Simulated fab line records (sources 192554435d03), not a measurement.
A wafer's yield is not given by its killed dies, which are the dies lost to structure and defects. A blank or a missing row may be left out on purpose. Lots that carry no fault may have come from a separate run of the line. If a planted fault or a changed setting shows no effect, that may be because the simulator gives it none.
Problem report in the 8D (eight disciplines) form, filled by code | flow n5-finfet | the parts of the form that need people (team, actions taken, sign-off) are left out

1. WHAT WENT WRONG
Across 6 wafers from 2 lots, IOFF_N at N5_BEOL_M4_RC_MEAS_101 averages 0.382 nA/um, while fault-free wafers read 0.157 nA/um with a standard deviation of 0.02. That puts it +11 standard deviations away from the usual mean.
Seen first at day 11 11:56 on prober-01, wafer L126.1. At this step, 12 wafers from 4 lots have a number in the record. The rule behind "out" and "out of limits": a value lying over 4 standard deviations away from the usual mean. The rest of the wafers with a number are treated as sound.

2. WHAT THIS IS AND IS NOT
question                    | is                                                            | is not
which readings at this step | IOFF_N, DIBL_N, IOFF_N_85C, IOFF_N_LIN, ION_N, VT_N, VT_N_LVT | DIBL_P, IOFF_P, ION_P, SS_P, VT_P
which lots                  | L125, L126                                                    | L119, L127
which wafers of those lots  | all that have a number                                        | -
read on which gauges        | prober-01                                                     | prober-02
when                        | from day 11 11:56                                             | up to then (3 sound wafers); but 3 sound wafers of L127 came after

3. SUSPECTS, AND WHAT RULES EACH OUT
Counting: a tool at any process step up to the reading remains a suspect when it ran all the lots that are out and ran no sound lot after the first of those.
- the gauge at N5_BEOL_M4_RC_MEAS_101 has been ruled out. All the wafers that are out were read on prober-01, but those of them that N5_SD_EPI_N_VAPOR_ETCH_50 has rows for are out there too, on other tools.
- epi-rpcvd-02 at N5_SD_EPI_N_VAPOR_ETCH_50 (etches Si in HCl, time 54 s): kept. Every lot that is out went through it, starting with L125 (day 6 03:45), and after that it ran no sound lot; the last sound lot it ran before then is L119 (day 4 17:32). Its own susceptor-temp-C readings are out on those wafers.
Remaining after the count: epi-rpcvd-02 at N5_SD_EPI_N_VAPOR_ETCH_50.

4. THE CAUSE (what the simulator had put in)
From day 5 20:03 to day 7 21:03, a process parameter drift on epi-rpcvd-02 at N5_SD_EPI_N_VAPOR_ETCH_50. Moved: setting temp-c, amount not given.
Counting left only this tool.

5. THE CHAIN OF EFFECTS, in route order
Each row: a reading whose mean over the struck wafers that have a number lies more than 3 standard deviations from the usual. Readings are gone through only where the record gives a usual standard deviation; hours: the median, over the lots, of the time from a lot's start at the first step in this table giving one to that lot's start at this step; sigmas: the change measured in usual standard deviations.
hours | step                      | reading          | usual       | on struck wafers | change | sigmas
0     | N5_SD_EPI_N_VAPOR_ETCH_50 | susceptor-temp-C | 774.9 C     | 788.0            | +13.1  | +42
135   | N5_BEOL_M4_RC_MEAS_101    | DIBL_N           | 36.3 mV/V   | 44.4             | +8.1   | +6.8
135   | N5_BEOL_M4_RC_MEAS_101    | IOFF_N           | 0.157 nA/um | 0.382            | +0.225 | +11
135   | N5_BEOL_M4_RC_MEAS_101    | IOFF_N_85C       | 3.1 nA/um   | 6.5              | +3.4   | +10
135   | N5_BEOL_M4_RC_MEAS_101    | IOFF_N_LIN       | 0.073 nA/um | 0.145            | +0.072 | +9.2
135   | N5_BEOL_M4_RC_MEAS_101    | ION_N            | 675 uA/um   | 732              | +57    | +5.9
135   | N5_BEOL_M4_RC_MEAS_101    | REXT_N           | 74.5 ohm.um | 65.6             | -8.9   | -4.2
135   | N5_BEOL_M4_RC_MEAS_101    | SS_N             | 71.4 mV/dec | 73.0             | +1.5   | +3.4
135   | N5_BEOL_M4_RC_MEAS_101    | VT_N             | 249.8 mV    | 235.5            | -14.3  | -5.7
135   | N5_BEOL_M4_RC_MEAS_101    | VT_N_LVT         | 98.8 mV     | 85.2             | -13.6  | -5.2
240   | N5_PASSIVATION_PROBE_49   | sort-n-pass      | 1075        | 971              | -104   | -6.5
240   | N5_PASSIVATION_PROBE_49   | sort-yield-pct   | 91.1 %      | 82.3             | -8.8   | -6.3
Here are the process steps it includes:
- N5_SD_EPI_N_VAPOR_ETCH_50: etches Si in HCl, time 54 s.
- N5_PASSIVATION_PROBE_49

6. WHAT WOULD HAVE CAUGHT IT SOONER
In this record the first reading out of limits at a measuring or inspecting step was taken at day 11 11:56, 136 hours after the fault began at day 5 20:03.
Tool's own readings at N5_SD_EPI_N_VAPOR_ETCH_50, susceptor-temp-C: out on all struck wafers the step has rows for; an alarm limit on them would have tripped on the first.
The start of N5_SD_EPI_N_VAPOR_ETCH_50 on epi-rpcvd-02 came by day 11 11:56 for every one of the lots that are out (2). Tool hold at that time: it would have spared none of them.
